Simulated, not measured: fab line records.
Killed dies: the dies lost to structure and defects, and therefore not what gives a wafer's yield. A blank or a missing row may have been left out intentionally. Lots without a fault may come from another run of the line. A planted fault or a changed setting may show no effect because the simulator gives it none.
fab line records + flow n5_finfet
[record]
- lots = 8
- wafers = 23
- last_day = 18
route steps=1938 shown HKMG_FIN@452 GATE_CUT@466 MOL_CONTACT_COAG@561 PASSIVATION@1936
lots untouched by any fault: they come from a run of this same line in which no faults occurred
start_h: hours from the record's first day to the start of the lot's first wafer shown + wait_h: hours since the lot's step before + " repeats the value in the row above + L1.1+2: one row covering several wafers at once + - no value, or no start given + * or withheld: withheld + < > ~ a bound
route shown NAME@n: names a module that has steps shown in the file, with the first one's number in the route + usual: mean/standard deviation of fault-free wafers + same: alike in all rows + chamber/n: place in a boat + sites: readings site by site + _std_site: how widely they spread, as a standard deviation + _edge_site: outer sites' mean less inner sites' + radius_mm: for every site, how far away it sits from the centre of the wafer + mask NAME#n: copy n + behind: the most recent tool/chamber to have shaped the wafer + hold: what put the lot on hold/how long, in hours/how the hold closed + device: names the non-switching transistor (n, p or np) + end of line: tests of these same wafers at the route's end + where a step has no rows: the recipe by itself + killed: not the wafer's yield, but the dies lost to structure and defects at the first sort + map: the dies of a wafer, with x for killed, . for not killed, _ for no die there
set.NAME: the setting that was run; set.NAME@STEP: the one run at that earlier step + model.NAME: the simulator's own value behind a step, which no gauge read
one table for each step of the route and one row for each wafer, over a sample of lots
services: from which hour (start_h, from the record's first day; less than 0 if before it) a tool's chamber was out of use, for how many hours, and why
[[steps]]
[step N5_HKMG_FIN_STRIP_90]
[recipe]
- chemistry = N2/H2
- material = SOC
- time_s = 20
- power_w = 500
- temp_c = 40
- pressure_mtorr = 50
- rf_frequency_hz = 6e+07
- bias_power_w = 8
- h2_frac = 0.5
- n2_flow_sccm = 300
- h2_flow_sccm = 300
[usual]
- drypump_motor_current_A = 5.7/0.43
- h2_flow_sccm = 299.8/0.89
- oes_product_au = 0.78/0.096
- power_w = 499.9/1.3
- rf_vpp_V = 54.2/0.77
- showerhead_plenum_p_Torr = 3.32/0.08
- temp_c = 40.00/0.12
- throttle_valve_pct = 19.0/0.39
| lot.wafer | tool        | chamber | start_h | wait_h | drypump_motor_current_A | h2_flow_sccm | oes_product_au | power_w | rf_hours_counter_h | rf_vpp_V | showerhead_plenum_p_Torr | temp_c | throttle_valve_pct |
|-----------|-------------|---------|---------|--------|-------------------------|--------------|----------------|---------|--------------------|----------|--------------------------|--------|--------------------|
| L590.3    | rie_diel-03 | 2       | 81.90   | 0.0    | 5.8                     | 300.5        | 0.70           | 498.6   | 223                | 54.8     | 3.19                     | 39.78  | 19.1               |
| L590.4    | "           | 1       | "       | "      | 5.9                     | 299.5        | 0.69           | 498.9   | 243                | 54.6     | 3.44                     | 40.09  | 18.7               |
| L590.6    | "           | 0       | "       | "      | 5.2                     | 297.9        | 0.74           | 500.6   | -                  | 53.6     | 3.24                     | 40.16  | 19.3               |
| L596.1    | rie_diel-06 | 2       | 125.06  | 0.0    | 4.9                     | 301.8        | 0.94           | 499.2   | 28                 | 55.2     | 3.43                     | 40.00  | 19.3               |
| L596.3    | "           | 0       | "       | "      | 5.8                     | 297.5        | 0.81           | 500.9   | 97                 | 54.6     | 3.24                     | 40.06  | 18.5               |
| L596.6    | "           | 1       | "       | "      | 5.8                     | 300.0        | 0.71           | 499.4   | -                  | 54.5     | 3.31                     | 39.83  | 19.0               |
| L598.3    | rie_diel-01 | 2       | 133.41  | 0.0    | 5.8                     | 298.2        | 0.91           | 498.3   | 14                 | 54.3     | 3.28                     | 40.16  | 18.7               |
| L598.5    | "           | 1       | "       | "      | 6.4                     | 298.7        | 0.69           | 500.0   | -                  | 53.6     | 3.28                     | 40.23  | 18.8               |
| L598.6    | "           | 0       | "       | "      | 4.8                     | 299.7        | 0.71           | 499.1   | -                  | 52.9     | 3.32                     | 39.86  | 19.3               |
| L605.1    | rie_diel-03 | 1       | 176.23  | 0.0    | 5.9                     | 300.0        | 0.93           | 500.9   | 22                 | 54.6     | 3.42                     | 39.81  | 18.3               |
| L605.2    | "           | 3       | "       | "      | 5.8                     | 300.5        | 0.79           | 500.0   | 105                | 54.3     | 3.39                     | 40.03  | 19.5               |
| L605.6    | "           | 3       | "       | "      | 5.8                     | 300.0        | 0.79           | 497.7   | -                  | 53.5     | 3.39                     | 40.06  | 19.5               |
| L608.2    | rie_diel-01 | 0       | 195.05  | 0.0    | 4.9                     | 300.7        | 0.68           | 500.7   | 238                | 53.9     | 3.31                     | 40.02  | 19.3               |
| L608.3    | "           | 3       | "       | "      | 6.1                     | 299.9        | 0.82           | 501.7   | 83                 | 54.0     | 3.26                     | 39.85  | 18.5               |
| L608.6    | "           | 0       | "       | "      | 4.8                     | 299.8        | 0.69           | 499.3   | -                  | 53.2     | 3.31                     | 40.17  | 19.3               |
| L609.2    | rie_diel-03 | 3       | 200.53  | 0.0    | 5.8                     | 301.0        | 0.79           | 499.9   | 113                | 54.7     | 3.39                     | 40.17  | 19.5               |
| L609.4    | "           | 0       | "       | "      | 5.2                     | 300.4        | 0.71           | 502.1   | 203                | 53.7     | 3.22                     | 40.02  | 19.3               |
| L610.4    | rie_diel-06 | 2       | 207.20  | 0.0    | 4.9                     | 299.9        | 0.89           | 500.4   | 50                 | 54.5     | 3.41                     | 39.89  | 19.3               |
| L610.5    | "           | 1       | "       | "      | 5.7                     | 299.6        | 0.68           | 499.7   | -                  | 53.9     | 3.29                     | 39.74  | 19.1               |
| L610.6    | "           | 2       | "       | "      | 4.9                     | 300.7        | 0.90           | 497.7   | -                  | 55.1     | 3.42                     | 40.03  | 19.4               |
| L612.2    | rie_diel-03 | 3       | 218.18  | 0.0    | 5.8                     | 301.4        | 0.78           | 497.6   | 120                | 53.9     | 3.39                     | 40.20  | 19.5               |
| L612.3    | "           | 1       | "       | "      | 5.8                     | 300.1        | 0.90           | 498.2   | 38                 | 54.5     | 3.42                     | 39.76  | 18.3               |
| L612.6    | "           | 1       | "       | "      | 5.9                     | 300.1        | 0.90           | 496.7   | -                  | 54.0     | 3.42                     | 39.79  | 18.3               |
[step N5_GATE_CUT_ETCH_56]
[recipe]
- chemistry = Cl2/Ar
- target = TiN
- target_depth_a = 216
- pressure_mtorr = 10
- icp_w = 600
- bias_w = 60
- Cl2_flow_sccm = 40
- Ar_flow_sccm = 60
[usual]
- drypump_motor_current_A = 5.8/0.41
- mfc_cl2_sccm = 39.99/0.14
- oes_product_au = 0.82/0.1
- throttle_valve_pct = 20.91/0.27
| lot.wafer | tool         | chamber | start_h | wait_h | drypump_motor_current_A | mfc_cl2_sccm | oes_product_au | rf_hours_counter_h | throttle_valve_pct |
|-----------|--------------|---------|---------|--------|-------------------------|--------------|----------------|--------------------|--------------------|
| L590.3    | rie_metal-01 | 0       | 84.01   | 0.1    | 5.7                     | 40.02        | 0.79           | -                  | 20.68              |
| L590.4    | "            | 1       | "       | "      | 6.2                     | 40.08        | 0.74           | -                  | 21.29              |
| L590.6    | "            | 0       | "       | "      | 5.7                     | 39.85        | 0.79           | -                  | 20.67              |
| L596.1    | rie_metal-02 | 0       | 127.14  | 0.1    | 5.1                     | 40.28        | 0.90           | 7                  | 20.98              |
| L596.3    | "            | 1       | "       | "      | 6.4                     | 40.14        | 0.92           | -                  | 20.90              |
| L596.6    | "            | 0       | "       | "      | 5.1                     | 40.24        | 0.90           | -                  | 21.00              |
| L598.3    | rie_metal-02 | 1       | 135.64  | 0.1    | 6.4                     | 39.78        | 0.92           | -                  | 20.88              |
| L598.5    | "            | 1       | "       | "      | 6.4                     | 39.73        | 0.92           | -                  | 20.88              |
| L598.6    | "            | 0       | "       | "      | 5.0                     | 39.90        | 0.89           | -                  | 21.00              |
| L605.1    | rie_metal-01 | 0       | 178.34  | 0.1    | 5.7                     | 40.06        | 0.75           | 55                 | 20.72              |
| L605.2    | "            | 1       | "       | "      | 6.2                     | 39.92        | 0.71           | 67                 | 21.33              |
| L605.6    | "            | 0       | "       | "      | 5.6                     | 40.19        | 0.75           | -                  | 20.70              |
| L608.2    | rie_metal-01 | 1       | 197.13  | 0.1    | 6.2                     | 39.87        | 0.70           | 71                 | 21.33              |
| L608.3    | "            | 0       | "       | "      | 5.7                     | 40.15        | 0.75           | -                  | 20.71              |
| L608.6    | "            | 1       | "       | "      | 6.3                     | 39.89        | 0.70           | -                  | 21.33              |
| L609.2    | rie_metal-03 | 0       | 202.61  | 0.1    | 5.7                     | 39.83        | 0.92           | 8                  | 20.75              |
| L609.4    | "            | 1       | "       | "      | 5.8                     | 39.81        | 0.93           | -                  | 20.55              |
| L610.4    | rie_metal-02 | 0       | 209.31  | 0.1    | 5.1                     | 39.90        | 0.87           | -                  | 21.00              |
| L610.5    | "            | 0       | "       | "      | 5.1                     | 39.91        | 0.87           | -                  | 21.00              |
| L610.6    | "            | 1       | "       | "      | 6.4                     | 39.99        | 0.90           | -                  | 20.89              |
| L612.2    | rie_metal-03 | 1       | 220.26  | 0.1    | 5.8                     | 39.68        | 0.92           | 10                 | 20.53              |
| L612.3    | "            | 0       | "       | "      | 5.7                     | 39.99        | 0.92           | -                  | 20.76              |
| L612.6    | "            | 1       | "       | "      | 5.8                     | 39.73        | 0.91           | -                  | 20.56              |
[step N5_GATE_CUT_STRIP_59]
[recipe]
- chemistry = N2/H2
- time_s = 20
- power_w = 100
- temp_c = 40
- pressure_mtorr = 100
- rf_frequency_hz = 6e+07
- bias_power_w = 3
- n2_flow_sccm = 300
- h2_flow_sccm = 300
[usual]
- drypump_motor_current_A = 5.7/0.32
- h2_flow_sccm = 300.1/0.93
- oes_product_au = 0.74/0.078
- rf_vpp_V = 45.2/0.91
- showerhead_plenum_p_Torr = 3.38/0.11
- temp_c = 39.98/0.12
- throttle_valve_pct = 12.30/0.24
| lot.wafer | tool        | chamber | start_h | wait_h | drypump_motor_current_A | h2_flow_sccm | oes_product_au | rf_hours_counter_h | rf_vpp_V | showerhead_plenum_p_Torr | temp_c | throttle_valve_pct |
|-----------|-------------|---------|---------|--------|-------------------------|--------------|----------------|--------------------|----------|--------------------------|--------|--------------------|
| L590.3    | rie_diel-02 | 0       | 84.25   | 0.1    | 5.3                     | 299.3        | 0.75           | 158                | 44.1     | 3.25                     | 39.83  | 12.28              |
| L590.4    | "           | 3       | "       | "      | 5.5                     | 299.3        | 0.68           | -                  | 45.3     | 3.33                     | 40.09  | 12.61              |
| L590.6    | "           | 1       | "       | "      | 5.9                     | 299.0        | 0.70           | -                  | 43.9     | 3.50                     | 40.08  | 12.25              |
| L596.1    | rie_diel-05 | 0       | 127.42  | 0.1    | 5.3                     | 300.6        | 0.74           | 154                | 45.1     | 3.36                     | 39.90  | 12.11              |
| L596.3    | "           | 2       | "       | "      | 5.9                     | 302.5        | 0.74           | 138                | 45.5     | 3.37                     | 40.11  | 11.96              |
| L596.6    | "           | 3       | "       | "      | 6.4                     | 300.0        | 0.65           | -                  | 43.8     | 3.21                     | 39.91  | 12.71              |
| L598.3    | rie_diel-04 | 0       | 135.88  | 0.1    | 5.7                     | 300.4        | 0.74           | 171                | 46.1     | 3.35                     | 40.25  | 12.43              |
| L598.5    | "           | 1       | "       | "      | 5.9                     | 299.6        | 0.76           | -                  | 45.1     | 3.53                     | 40.10  | 12.21              |
| L598.6    | "           | 0       | "       | "      | 5.7                     | 300.8        | 0.73           | -                  | 45.0     | 3.35                     | 40.07  | 12.42              |
| L605.1    | rie_diel-05 | 2       | 178.61  | 0.1    | 5.9                     | 299.6        | 0.73           | 159                | 47.5     | 3.36                     | 39.78  | 12.02              |
| L605.2    | "           | 3       | "       | "      | 6.3                     | 300.1        | 0.96           | 5                  | 43.8     | 3.61                     | 40.15  | 12.11              |
| L605.6    | "           | 3       | "       | "      | 6.3                     | 299.8        | 0.96           | -                  | 46.0     | 3.61                     | 40.01  | 12.11              |
| L608.2    | rie_diel-02 | 1       | 197.41  | 0.1    | 5.8                     | 300.3        | 0.67           | 242                | 47.0     | 3.48                     | 39.96  | 12.35              |
| L608.3    | "           | 0       | "       | "      | 5.3                     | 301.4        | 0.72           | 188                | 44.5     | 3.24                     | 40.14  | 12.37              |
| L608.6    | "           | 0       | "       | "      | 5.3                     | 300.4        | 0.71           | -                  | 45.3     | 3.24                     | 40.02  | 12.38              |
| L609.2    | rie_diel-04 | 3       | 202.88  | 0.1    | 5.5                     | 301.5        | 0.70           | 226                | 44.1     | 3.21                     | 39.95  | 12.63              |
| L609.4    | "           | 3       | "       | "      | 5.5                     | 301.8        | 0.71           | -                  | 45.2     | 3.21                     | 40.01  | 12.63              |
| L610.4    | rie_diel-04 | 1       | 209.56  | 0.1    | 5.9                     | 300.7        | 0.73           | 179                | 44.6     | 3.52                     | 40.00  | 12.27              |
| L610.5    | "           | 1       | "       | "      | 5.9                     | 300.2        | 0.73           | -                  | 46.5     | 3.52                     | 39.78  | 12.28              |
| L610.6    | "           | 2       | "       | "      | 5.7                     | 297.5        | 0.97           | -                  | 44.9     | 3.34                     | 40.15  | 11.84              |
| L612.2    | rie_diel-05 | 0       | 220.54  | 0.1    | 5.3                     | 300.7        | 0.72           | 182                | 44.6     | 3.34                     | 39.90  | 12.20              |
| L612.3    | "           | 1       | "       | "      | 5.1                     | 299.4        | 0.84           | 49                 | 45.3     | 3.43                     | 40.18  | 11.92              |
| L612.6    | "           | 0       | "       | "      | 5.4                     | 300.1        | 0.71           | -                  | 44.2     | 3.34                     | 39.89  | 12.19              |
[step N5_GATE_CUT_SAC_CAP_01]
[recipe]
- material = SiNx
- target_thk_a = 240
- temp_c = 400
- ald_precursor_family = SiH2I2
- ald_co_reactant = N2/H2-plasma
- pulse_time_s = 1
- ald_cycles = 480
- purge_time_s = 2
- co_reactant_purge_time_s = 2
- pressure_torr = 2
[usual]
- ald_cycles = 480/0
- heater_power_w = 822/110
- precursor_pulse_height_rel = 1.001/0.021
| lot.wafer | tool       | chamber | start_h | wait_h | ald_cycles | heater_power_w | precursor_pulse_height_rel |
|-----------|------------|---------|---------|--------|------------|----------------|----------------------------|
| L590.3    | ald_sin-01 | 2       | 84.52   | 0.1    | 480        | 793            | 1.041                      |
| L590.4    | "          | 0       | "       | "      | 480        | 828            | 1.001                      |
| L590.6    | "          | 3       | 85.61   | 1.2    | 480        | 979            | 1.012                      |
| L596.1    | ald_sin-03 | 1       | 127.74  | 0.0    | 480        | 619            | 1.032                      |
| L596.3    | "          | 2       | "       | "      | 480        | 919            | 1.010                      |
| L596.6    | "          | 2       | 128.82  | 1.1    | 480        | 904            | 1.037                      |
| L598.3    | ald_sin-03 | 1       | 136.10  | 0.0    | 480        | 599            | 0.970                      |
| L598.5    | "          | 0       | 137.19  | 1.1    | 480        | 793            | 0.988                      |
| L598.6    | "          | 1       | "       | "      | 480        | 607            | 0.973                      |
| L605.1    | ald_sin-03 | 1       | 179.41  | 0.6    | 480        | 622            | 1.011                      |
| L605.2    | "          | 0       | "       | "      | 480        | 784            | 1.005                      |
| L605.6    | "          | 1       | 180.50  | 1.7    | 852        | 621            | 0.998                      |
| L608.2    | ald_sin-03 | 1       | 197.62  | 0.0    | 480        | 643            | 1.010                      |
| L608.3    | "          | 3       | "       | "      | 852        | 937            | 1.025                      |
| L608.6    | "          | 3       | 198.71  | 1.1    | 852        | 932            | 1.018                      |
| L609.2    | ald_sin-04 | 1       | 203.12  | 0.0    | 480        | 725            | 1.010                      |
| L609.4    | "          | 0       | "       | "      | 480        | 663            | 1.017                      |
| L610.4    | ald_sin-01 | 0       | 209.77  | 0.0    | 480        | 821            | 1.005                      |
| L610.5    | "          | 3       | 210.86  | 1.1    | 480        | 993            | 1.007                      |
| L610.6    | "          | 2       | "       | "      | 480        | 814            | 1.015                      |
| L612.2    | ald_sin-04 | 2       | 220.75  | 0.0    | 480        | 867            | 0.991                      |
| L612.3    | "          | 0       | "       | "      | 480        | 664            | 1.028                      |
| L612.6    | "          | 3       | 221.84  | 1.1    | 480        | 867            | 0.950                      |
[step N5_GATE_CUT_ETCH_19]
[recipe]
- chemistry = CH3F/O2
- target = SiNx
- mask_material = SiO2
- target_depth_a = 537
- time_s = 76.7
- pressure_mtorr = 30
- source_w = 395
- bias_w = 73
- Ar_flow_sccm = 150
- CH3F_flow_sccm = 30
- O2_flow_sccm = 20
- ion_energy_ev = 120
- ends = cleared
[usual]
- drypump_motor_current_A = 5.7/0.3
- etch_rf_on_time_s = 77.7/1.5
- oes_product_au = 0.63/0.066
- rf_vpp_V = 299/3.2
- showerhead_plenum_p_Torr = 2.00/0.069
- throttle_valve_pct = 16.42/0.22
| lot.wafer | tool        | chamber | start_h | wait_h | drypump_motor_current_A | etch_rf_on_time_s | oes_product_au | rf_hours_counter_h | rf_vpp_V | showerhead_plenum_p_Torr | throttle_valve_pct |
|-----------|-------------|---------|---------|--------|-------------------------|-------------------|----------------|--------------------|----------|--------------------------|--------------------|
| L590.3    | rie_diel-04 | 3       | 87.92   | 0.0    | 5.5                     | 76.3              | 0.61           | 195                | 302      | 1.90                     | 16.60              |
| L590.4    | "           | 0       | "       | "      | 5.7                     | 80.7              | 0.62           | 158                | 302      | 2.00                     | 16.67              |
| L590.6    | "           | 3       | "       | "      | 5.5                     | 75.8              | 0.63           | -                  | 302      | 1.90                     | 16.59              |
| L596.1    | rie_diel-04 | 1       | 131.08  | 0.0    | 5.9                     | 76.4              | 0.63           | 154                | 302      | 2.08                     | 16.27              |
| L596.3    | "           | 2       | "       | "      | 5.7                     | 79.4              | 0.58           | 230                | 295      | 1.99                     | 16.40              |
| L596.6    | "           | 2       | "       | "      | 5.8                     | 77.9              | 0.59           | -                  | 295      | 1.99                     | 16.41              |
| L598.3    | rie_diel-05 | 3       | 144.01  | 0.0    | 6.3                     | 79.9              | 0.56           | 248                | 300      | 1.89                     | 16.79              |
| L598.5    | "           | 3       | "       | "      | 6.3                     | 79.5              | 0.57           | -                  | 300      | 1.89                     | 16.79              |
| L598.6    | "           | 2       | "       | "      | 5.9                     | 77.3              | 0.64           | -                  | 294      | 2.00                     | 16.16              |
| L605.1    | rie_diel-05 | 0       | 183.45  | 0.0    | 5.3                     | 77.6              | 0.62           | 176                | 301      | 1.99                     | 16.32              |
| L605.2    | "           | 2       | "       | "      | 5.9                     | 76.8              | 0.62           | 161                | 293      | 1.99                     | 16.18              |
| L605.6    | "           | 2       | "       | "      | 5.9                     | 71.3              | 0.62           | -                  | 293      | 1.99                     | 16.17              |
| L608.2    | rie_diel-04 | 0       | 201.11  | 0.0    | 5.7                     | 79.6              | 0.60           | 192                | 302      | 1.99                     | 16.76              |
| L608.3    | "           | 1       | "       | "      | 5.9                     | 72.1              | 0.61           | 177                | 301      | 2.08                     | 16.30              |
| L608.6    | "           | 1       | "       | "      | 6.0                     | 71.9              | 0.62           | -                  | 299      | 2.08                     | 16.32              |
| L609.2    | rie_diel-04 | 0       | 206.49  | 0.0    | 5.7                     | 81.1              | 0.60           | 193                | 304      | 1.99                     | 16.75              |
| L609.4    | "           | 0       | "       | "      | 5.7                     | 80.4              | 0.60           | -                  | 302      | 1.99                     | 16.75              |
| L610.4    | rie_diel-04 | 1       | 213.12  | 0.0    | 5.9                     | 78.5              | 0.60           | 180                | 301      | 2.08                     | 16.31              |
| L610.5    | "           | 2       | "       | "      | 5.7                     | 76.9              | 0.82           | -                  | 296      | 1.98                     | 16.01              |
| L610.6    | "           | 1       | "       | "      | 5.9                     | 78.0              | 0.61           | -                  | 298      | 2.08                     | 16.33              |
| L612.2    | rie_diel-05 | 2       | 224.25  | 0.0    | 5.8                     | 77.2              | 0.61           | 167                | 293      | 1.99                     | 16.20              |
| L612.3    | "           | 3       | "       | "      | 6.3                     | 77.9              | 0.79           | 12                 | 305      | 2.13                     | 16.32              |
| L612.6    | "           | 2       | "       | "      | 5.8                     | 77.1              | 0.62           | -                  | 294      | 1.99                     | 16.19              |
[step N5_MOL_CONTACT_COAG_THK_MEAS_29]
[recipe]
- reads = SiNx_of_GATE_CUT_PECVD_57+SiNx_of_GATE_CUT_SAC_CAP_01
[usual]
- MD_CAP_THK = 17.91/0.082
| lot.wafer | tool          | chamber | start_h | wait_h | MD_CAP_THK[nm] |
|-----------|---------------|---------|---------|--------|----------------|
| L590.3    | film_metro-01 | -       | 103.14  | -      | 17.73          |
| L590.4    | "             | -       | "       | "      | 17.73          |
| L590.6    | "             | -       | "       | "      | 17.87          |
| L596.1    | film_metro-01 | -       | 142.42  | -      | 17.93          |
| L596.3    | "             | -       | "       | "      | 17.83          |
| L596.6    | "             | -       | "       | "      | 17.87          |
| L598.3    | film_metro-01 | -       | 155.56  | -      | 18.03          |
| L598.5    | "             | -       | "       | "      | 17.92          |
| L598.6    | "             | -       | "       | "      | 17.91          |
| L605.1    | film_metro-02 | -       | 195.79  | -      | 17.94          |
| L605.2    | "             | -       | "       | "      | 17.93          |
| L605.6    | "             | -       | "       | "      | 31.73          |
| L608.2    | film_metro-02 | -       | 214.54  | -      | 17.85          |
| L608.3    | "             | -       | "       | "      | 31.73          |
| L608.6    | "             | -       | "       | "      | 31.72          |
| L609.2    | film_metro-01 | -       | 219.60  | -      | 17.80          |
| L609.4    | "             | -       | "       | "      | 17.88          |
| L610.4    | film_metro-01 | -       | 227.06  | -      | 17.88          |
| L610.5    | "             | -       | "       | "      | 17.91          |
| L610.6    | "             | -       | "       | "      | 17.79          |
| L612.2    | film_metro-02 | -       | 236.28  | -      | 17.81          |
| L612.3    | "             | -       | "       | "      | 17.93          |
| L612.6    | "             | -       | "       | "      | 17.92          |
[step N5_MOL_CONTACT_COAG_ETCH_47]
[recipe]
- chemistry = CH3F/O2
- target = SiNx
- target_depth_a = 270
- mask_material = SiO2
- stop_on = W
- over_etch_frac = 0.2
- ion_energy_ev = 120
- endpoint = OES-CN
- pressure_mtorr = 30
- source_w = 395
- bias_w = 73
- Ar_flow_sccm = 150
- CH3F_flow_sccm = 30
- O2_flow_sccm = 20
- ends = end_point
[usual]
- drypump_motor_current_A = 5.6/0.41
- etch_rf_on_time_s = 31.0/0.64
- oes_product_au = 0.71/0.087
- rf_vpp_V = 298/6.4
- showerhead_plenum_p_Torr = 1.98/0.047
- throttle_valve_pct = 16.37/0.27
| lot.wafer | tool        | chamber | start_h | wait_h | drypump_motor_current_A | etch_rf_on_time_s | oes_product_au | rf_hours_counter_h | rf_vpp_V | showerhead_plenum_p_Torr | throttle_valve_pct |
|-----------|-------------|---------|---------|--------|-------------------------|-------------------|----------------|--------------------|----------|--------------------------|--------------------|
| L590.3    | rie_diel-03 | 3       | 104.87  | 0.0    | 5.8                     | 30.8              | 0.73           | 76                 | 286      | 2.03                     | 16.45              |
| L590.4    | "           | 2       | "       | "      | 5.8                     | 31.4              | 0.63           | -                  | 299      | 1.91                     | 16.71              |
| L590.6    | "           | 3       | "       | "      | 5.8                     | 31.1              | 0.73           | -                  | 286      | 2.03                     | 16.44              |
| L596.1    | rie_diel-06 | 1       | 144.67  | 0.0    | 5.8                     | 30.5              | 0.63           | 210                | 301      | 1.97                     | 16.52              |
| L596.3    | "           | 0       | "       | "      | 5.8                     | 30.6              | 0.72           | 106                | 295      | 1.94                     | 16.09              |
| L596.6    | "           | 1       | "       | "      | 5.8                     | 30.3              | 0.63           | -                  | 302      | 1.97                     | 16.52              |
| L598.3    | rie_diel-06 | 3       | 157.47  | 0.0    | 5.9                     | 32.2              | 0.60           | 225                | 297      | 1.97                     | 16.70              |
| L598.5    | "           | 3       | "       | "      | 5.9                     | 31.8              | 0.60           | -                  | 295      | 1.97                     | 16.68              |
| L598.6    | "           | 0       | "       | "      | 5.7                     | 31.1              | 0.70           | -                  | 295      | 1.94                     | 16.10              |
| L605.1    | rie_diel-03 | 2       | 197.53  | 0.0    | 5.8                     | 31.2              | 0.86           | 3                  | 308      | 2.16                     | 16.35              |
| L605.2    | "           | 0       | "       | "      | 5.2                     | 31.1              | 0.63           | 202                | 301      | 1.91                     | 16.37              |
| L605.6    | "           | 1       | "       | "      | 5.9                     | 50.8              | 0.83           | -                  | 301      | 2.03                     | 15.85              |
| L608.2    | rie_diel-01 | 1       | 216.25  | 0.0    | 6.3                     | 31.3              | 0.83           | 9                  | 290      | 1.96                     | 16.12              |
| L608.3    | "           | 0       | "       | "      | 4.8                     | 50.8              | 0.64           | 243                | 301      | 1.98                     | 16.84              |
| L608.6    | "           | 2       | "       | "      | 5.8                     | 50.8              | 0.82           | -                  | 297      | 1.96                     | 16.36              |
| L609.2    | rie_diel-01 | 2       | 221.61  | 0.0    | 5.8                     | 31.5              | 0.77           | 41                 | 296      | 1.96                     | 16.34              |
| L609.4    | "           | 3       | "       | "      | 6.1                     | 30.7              | 0.73           | 89                 | 293      | 1.94                     | 15.97              |
| L610.4    | rie_diel-06 | 0       | 229.28  | 0.0    | 5.8                     | 30.6              | 0.68           | 132                | 296      | 1.93                     | 16.13              |
| L610.5    | "           | 2       | "       | "      | 4.9                     | 30.2              | 0.80           | -                  | 308      | 2.02                     | 16.45              |
| L610.6    | "           | 3       | "       | "      | 6.0                     | 31.5              | 0.59           | -                  | 298      | 1.97                     | 16.72              |
| L612.2    | rie_diel-06 | 0       | 238.63  | 0.0    | 5.8                     | 30.7              | 0.69           | 135                | 295      | 1.93                     | 16.15              |
| L612.3    | "           | 1       | "       | "      | 5.7                     | 30.6              | 0.61           | 232                | 301      | 1.97                     | 16.56              |
| L612.6    | "           | 2       | "       | "      | 4.9                     | 30.3              | 0.79           | -                  | 309      | 2.02                     | 16.45              |
[step N5_PASSIVATION_PROBE_49]
[usual]
- killed_at_M0_to_M3 = 35/11
- killed_at_M4_up = 14/5.4
- killed_at_contacts = 13/6
- killed_at_front_end = 38/11
- killed_at_other = 3.4/2.6
- killed_dies = 104/19
- killed_open = 68/13
- killed_short = 34/8.5
[same]
- gross_dies = 1180
- killed_at_back_side = 0
| lot.wafer | tool      | chamber | start_h | wait_h | killed_at_M0_to_M3 | killed_at_M4_up | killed_at_contacts | killed_at_front_end | killed_at_other | killed_dies | killed_open | killed_short |
|-----------|-----------|---------|---------|--------|--------------------|-----------------|--------------------|---------------------|-----------------|-------------|-------------|--------------|
| L608.6    | prober-01 | -       | 415.14  | 0.3    | 34                 | 22              | 13                 | 42                  | 5               | 116         | 80          | 35           |
// killed by level:class
L608.6 MOL_CONTACT_COAG:geometric_particle:open=12 BEOL_M4:geometric_particle:open=11 FIN_SAQP:geometric_particle:short=10 FIN_SAQP:geometric_particle:open=7 STI_FIN_REVEAL:geometric_particle:open=7 BEOL_M0_SAQP:geometric_particle:open=7 BEOL_M0_SAQP:geometric_particle:short=6 BEOL_M1:geometric_particle:open=6
[[services]]
| tool         | chamber | start_h | hours | kind                          |
|--------------|---------|---------|-------|-------------------------------|
| rie_metal-03 | 1       | 64.83   | 11.2  | repair                        |
| rie_diel-06  | 0       | 76.12   | 3.5   | repair                        |
| ald_sin-04   | -       | 77.28   | 0.6   | repair                        |
| ald_sin-01   | -       | 89.32   | 6.1   | pm                            |
| ald_sin-01   | 3       | 111.29  | 1.9   | repair                        |
| rie_diel-05  | 2       | 115.35  | 6.4   | repair                        |
| rie_metal-03 | 1       | 119.22  | 8.1   | repair                        |
| rie_diel-06  | 2       | 127.22  | 13.3  | repair                        |
| rie_diel-04  | 3       | 129.24  | 4.7   | repair                        |
| rie_diel-01  | 3       | 129.40  | 7.0   | repair                        |
| rie_diel-05  | 3       | 129.79  | 4.6   | repair                        |
| rie_diel-06  | 1       | 153.08  | 4.2   | repair                        |
| rie_diel-02  | 3       | 158.29  | 9.1   | repair                        |
| ald_sin-04   | -       | 176.75  | 14.0  | pm                            |
| ald_sin-03   | 2       | 182.84  | 6.7   | repair                        |
| rie_diel-02  | 1       | 189.70  | 2.6   | repair                        |
| rie_diel-04  | 2       | 193.49  | -     | clean                         |
| rie_diel-04  | 2       | 193.49  | -     | consumable_replace:focus_ring |
| rie_diel-04  | 2       | 193.49  | 13.0  | scheduled_down                |
| rie_diel-03  | 2       | 201.74  | 28.7  | repair                        |
| rie_diel-04  | 0       | 207.73  | 1.7   | repair                        |
| rie_diel-06  | 1       | 214.36  | 13.2  | repair                        |
| rie_diel-03  | -       | 219.88  | 28.1  | pm                            |
| rie_metal-02 | -       | 235.86  | 2.8   | pm                            |
[[key]]
[first_sign]
- step = N5_GATE_CUT_SAC_CAP_01
- reading = ald_cycles
- direction = up
- sigmas = 99+
- usual = *
- struck = *
[effect]
- step = N5_GATE_CUT_ETCH_19
- reading = etch_rf_on_time_s
- direction = down
- sigmas = 4
- usual = *
- struck = *
[effect]
- step = N5_MOL_CONTACT_COAG_THK_MEAS_29
- reading = MD_CAP_THK
- direction = up
- sigmas = 99+
- usual = 17.91
- struck = 31.73
[effect]
- step = N5_MOL_CONTACT_COAG_ETCH_47
- reading = etch_rf_on_time_s
- direction = up
- sigmas = 31
- usual = *
- struck = *
met_at N5_GATE_CUT_SAC_CAP_01
struck_lots L605,L608
struck_wafers L605.6,L608.3,L608.6
tester_left_out L605,L608
not_acting_at N5_HKMG_FIN_STRIP_90,N5_GATE_CUT_ETCH_56,N5_GATE_CUT_STRIP_59
onset_between 136.10 179.41
[fault]
- kind = process_parameter_drift
- tool = ald_sin-03
- chamber = -
- onset_h = 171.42
- steps = N5_GATE_CUT_SAC_CAP_01
- channel = ald_cycles
- offset = *
- shape = step
- end_h = 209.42
- scope = struck_wafers_only
- acts_in = *
- stated = *
// tester_left_out: of these lots the tester's yield and bins aren't shown, on N5 and GAA mostly nor the transistor test; their killed dies are dies lost to structure and defects alone, not to doping, threshold or leakage, so they don't give the yield
